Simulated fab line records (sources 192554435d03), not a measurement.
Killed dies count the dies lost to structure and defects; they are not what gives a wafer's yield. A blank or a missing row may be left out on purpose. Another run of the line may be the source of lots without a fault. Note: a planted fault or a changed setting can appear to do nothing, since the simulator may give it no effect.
Which tool was responsible?	flow n5 finfet	24 lots with 72 wafers sampled at 2 steps, on a route of 1938 steps

## WHAT THE GAUGES READ, wafer by wafer
N5_BEOL_M1_OVL_MEAS_29. Usual: V0_OVL typically reads 0.1 nm, with standard deviation 0.66.
lot	measured	on	V0_OVL (nm)	flag
L074	day 5 23:38	overlay-02	0.0 0.4 0.2	
L075	day 6 10:20	overlay-01	0.4 0.1 -0.6	
L076	day 6 13:44	overlay-01	-0.6 1.6 1.7	
L077	day 6 22:10	overlay-02	-0.3 0.7 -0.4	
L078	day 7 00:26	overlay-02	0.3 0.0 0.7	
L079	day 7 10:38	overlay-01	0.9 0.3 -0.3	
L081	day 7 19:24	overlay-02	-0.1 0.1 0.2	
L080	day 7 19:41	overlay-02	0.7 -0.4 -0.1	
L082	day 7 22:40	overlay-01	-0.5 0.0 -1.0	
L083	day 8 12:54	overlay-02	0.2 -0.6 -0.1	
L084	day 8 14:35	overlay-02	0.2 0.2 0.3	
L085	day 9 00:47	overlay-02	1.3 0.1 0.6	
L087	day 9 12:17	overlay-02	0.2 -0.3 0.7	
L086	day 9 12:19	overlay-01	-0.1 -0.3 -1.5	
L088	day 9 12:44	overlay-02	0.0 0.5 -0.1	
L089	day 9 17:05	overlay-02	0.2 -1.3 0.3	
L090	day 10 01:52	overlay-02	0.0 0.3 1.0	
L091	day 10 10:07	overlay-02	0.8 -1.0 -0.6	
L092	day 10 15:34	overlay-02	0.7 -0.6 0.6	
L093	day 10 16:07	overlay-01	0.0 -0.3 1.0	
L094	day 11 04:43	overlay-02	1.2 0.0 0.3	
L095	day 11 09:20	overlay-02	0.6 -0.3 0.5	
L096	day 11 19:19	overlay-01	0.5 0.2 0.6	
L097	day 11 21:47	overlay-01	-2.7 -1.2 0.0	

## WHICH TOOL RAN EACH LOT (tool, then ch and the chambers of the sampled wafers, then the start)
lot	N5_BEOL_M1_ETCH_63
L074	rie diel-02 ch 1,2,3, day 5 22:47
L075	rie diel-01 ch 1,2,3, day 6 09:29
L076	rie diel-02 ch 0,3, day 6 12:42
L077	rie diel-03 ch 0,1, day 6 21:26
L078	rie diel-03 ch 0,1,3, day 6 23:43
L079	rie diel-02 ch 0,2,3, day 7 09:53
L081	rie diel-01 ch 0,2,3, day 7 18:34
L080	rie diel-01 ch 0,1,2, day 7 18:50
L082	rie diel-01 ch 2,3, day 7 21:56
L083	rie diel-01 ch 0,2,3, day 8 12:10
L084	rie diel-03 ch 2,3, day 8 13:40
L085	rie diel-03 ch 0,1,2, day 8 23:58
L087	rie diel-01 ch 0,3, day 9 11:25
L086	rie diel-02 ch 0,1,3, day 9 11:29
L088	rie diel-01 ch 0,1,3, day 9 11:52
L089	rie diel-01 ch 0,1,3, day 9 16:13
L090	rie diel-02 ch 0,3, day 10 01:01
L091	rie diel-02 ch 0,3, day 10 09:23
L092	rie diel-02 ch 2,3, day 10 14:40
L093	rie diel-02 ch 0,2,3, day 10 15:23
L094	rie diel-01 ch 0,2, day 11 03:59
L095	rie diel-03 ch 1,2,3, day 11 08:36
L096	rie diel-02 ch 0,2,3, day 11 18:35
L097	rie diel-02 ch 0,1,3, day 11 20:52
- N5_BEOL_M1_ETCH_63: etches SiARC in CF4, target depth 15.6 nm, time 26 s.

## WHAT THE TOOLS THEMSELVES READ (means of the sampled wafers that have a number; where no wafer has one, the mark that the record gives instead)
N5_BEOL_M1_ETCH_63. Usual: drypump motor current A 5.5 A (standard deviation 0.48); etch rf on time s 26.0 s (standard deviation 0.54); mfc ar sccm 100.03 sccm (standard deviation 0.29); oes product au 0.67 a.u. (standard deviation 0.061); rf vpp V 184.4 V (standard deviation 1.3); showerhead plenum p Torr 2.17 Torr (standard deviation 0.087); throttle valve pct 15.69 % (standard deviation 0.19).
lot	tool	drypump motor current A (A)	etch rf on time s (s)	mfc ar sccm (sccm)	oes product au (a.u.)	rf vpp V (V)	showerhead plenum p Torr (Torr)	throttle valve pct (%)	flag
L074	rie diel-02	5.5	26.4	99.91	0.68	183.1	2.11	15.55	
L075	rie diel-01	5.3	25.5	100.25	0.76	184.6	2.22	15.61	
L076	rie diel-02	5.4	26.4	100.05	0.67	185.2	2.18	15.68	
L077	rie diel-03	5.2	26.4	100.05	0.63	184.1	2.15	15.85	
L078	rie diel-03	5.5	25.9	99.92	0.65	185.4	2.18	15.79	
L079	rie diel-02	5.7	25.8	99.91	0.69	183.9	2.13	15.72	
L081	rie diel-01	5.4	25.8	99.90	0.69	185.3	2.21	15.65	
L080	rie diel-01	5.6	26.2	100.24	0.72	186.0	2.25	15.62	
L082	rie diel-01	5.1	25.0	100.18	0.71	184.2	2.18	15.67	
L083	rie diel-01	5.4	25.6	100.22	0.69	185.5	2.21	15.66	
L084	rie diel-03	6.2	26.4	100.57	0.64	185.7	2.23	15.52	
L085	rie diel-03	5.6	26.1	100.17	0.63	184.9	2.17	15.76	
L087	rie diel-01	5.8	26.2	99.93	0.61	184.9	2.19	15.80	
L086	rie diel-02	5.3	26.4	99.72	0.65	183.5	2.14	15.58	
L088	rie diel-01	5.7	25.9	99.78	0.66	184.5	2.20	15.78	
L089	rie diel-01	5.7	26.1	99.90	0.66	183.6	2.20	15.78	
L090	rie diel-02	5.5	25.9	99.68	0.69	185.7	2.22	15.64	
L091	rie diel-02	5.5	26.0	100.02	0.69	185.0	2.22	15.64	
L092	rie diel-02	5.8	26.0	100.18	0.70	183.9	2.17	15.66	
L093	rie diel-02	5.7	26.1	100.04	0.67	184.2	2.13	15.77	
L094	rie diel-01	5.2	25.7	100.06	0.71	185.3	2.24	15.57	
L095	rie diel-03	5.8	26.3	100.25	0.62	184.8	2.20	15.69	
L096	rie diel-02	5.6	26.4	100.09	0.65	183.7	2.12	15.79	
L097	rie diel-02	5.3	26.4	99.89	0.63	183.7	2.14	15.62	

## THE ANSWER, worked out from the rows above alone
Rule: take the mean of a lot's wafers that have a number; if it is more than 3 standard deviations from the usual mean, the lot is off. A lot without any number at a reading at which 4 lots or more have one is off too. Where the step has rows for the other lots, those lots are counted as sound. First the gauges in route order, then the tools' own readings, where a lot's mean is used as printed above. At the first step where some lot is off, the reading lying furthest off is the one used; lots without a number count as furthest.
None of the lots is off at any reading shown; this tells nothing.

## WHAT THE SIMULATOR PUT IN
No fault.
